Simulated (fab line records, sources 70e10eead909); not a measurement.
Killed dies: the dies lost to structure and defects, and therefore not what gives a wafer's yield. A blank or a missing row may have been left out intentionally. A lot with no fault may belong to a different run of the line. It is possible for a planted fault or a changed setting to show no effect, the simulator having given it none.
Problem report, 8D (eight disciplines) form, completed by code | flow nandHarc | the parts of the form that need people (team, actions taken, sign-off) are left out

== 1. WHAT WENT WRONG ==
Wafers with no fault read 112.5 s with a standard deviation of 0.38, whereas runLengthS at NHARC_A_M1_ETCH_15 reads a mean of 105.7 s on 1 wafer of 1 lot. That is -18 standard deviations from the usual mean.
The step: etches the open film in C4F8/Ar, target depth 182.5 nm, time 91.2 s.
First observed at day 28 00:07: wafer L199.6, on rieDiel-12. The record holds 39 wafers of 13 lots with a number at this step. Rule for "out", or "out of limits": more than 4 standard deviations from the usual mean. The rest of the wafers with a number are treated as sound.

== 2. WHAT IT IS; WHAT IT IS NOT ==
question                    | is                | is not
which readings at this step | runLengthS        | oesProductAu, rfVppV
which lots                  | L199              | L186, L187, L188, L190, L197, L203, L204, L205, L206, L207, L208, L209
which wafers of those lots  | L199.6            | L199.2, L199.5
read on which tools         | rieDiel-12        | rieDiel-02, rieDiel-04
when                        | from day 28 00:07 | up to then (14 sound wafers); but 24 sound wafers of L197, L203, L204, L205, L206, L207, L208, L209 came after

== 3. THE SUSPECTS, EACH WITH WHAT RULES IT OUT ==
Counting: any tool at a process step up to the reading remains a suspect provided it ran every lot that is out. Sound lots after the first of them don't rule it out here, since some wafers of a struck lot are sound.
- pvdSputter-01 at NHARC_A_M0_DEGAS_28 (time 60 s): kept. It ran the lot that is out, L199 (day 27 20:55); its last sound lot up to then is L190 (day 23 19:48).
- rtpAnneal-01 at NHARC_A_M0_ANNEAL_30 (time 90 s): kept. It ran the lot that is out, L199 (day 27 21:42); its last sound lot up to then is L188 (day 23 22:55).
- pecvd-03 at NHARC_A_M0_PRE_CLEAN_31 (time 12 s): kept. It ran the lot that is out, L199 (day 27 22:33).
- rieDiel-12 at NHARC_A_M1_ETCH_15 (etches the open film in C4F8/Ar, target depth 182.5 nm, time 91.2 s): kept. It ran the lot that is out, L199 (day 28 00:07); its last sound lot up to then is L188 (day 24 01:35). Its own runLengthS readings are out on those wafers.
- In pecvd-03 at NHARC_A_M0_PRE_CLEAN_31, the wafers that are out were processed in chamber 1 and their sound lot-mates in chambers 0, 2.
- In rieDiel-12 at NHARC_A_M1_ETCH_15, the wafers that are out were processed in chamber 0 and their sound lot-mates in chambers 1, 3.
Left after counting: pvdSputter-01 at NHARC_A_M0_DEGAS_28, rtpAnneal-01 at NHARC_A_M0_ANNEAL_30, pecvd-03 at NHARC_A_M0_PRE_CLEAN_31, rieDiel-12 at NHARC_A_M1_ETCH_15.

== 4. THE CAUSE (what the simulator had put in) ==
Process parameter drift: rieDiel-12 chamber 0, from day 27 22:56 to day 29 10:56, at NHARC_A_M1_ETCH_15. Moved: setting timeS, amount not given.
Counting left 4 suspects, and this tool is among them.

== 5. SEQUENCE OF EFFECTS, ordered by route ==
Each row: a reading where the mean over the struck wafers with a number is more than 3 standard deviations away from the usual. Scope: only readings with a usual standard deviation given in the record; hours: median across lots of the time from each lot's start at the first step in this table that gives one to its start at this step; sigmas: change in usual standard deviations.
hours | step               | reading    | usual   | on struck wafers | change | sigmas
0     | NHARC_A_M1_ETCH_15 | runLengthS | 112.5 s | 105.7            | -6.8   | -18
Its process steps:
- NHARC_A_M1_ETCH_15: etches the open film in C4F8/Ar, target depth 182.5 nm, time 91.2 s.

== 6. WHAT WOULD HAVE CAUGHT IT SOONER ==
In this record the first reading out of limits was taken at day 28 00:07, 1 hour after the fault began at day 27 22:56.
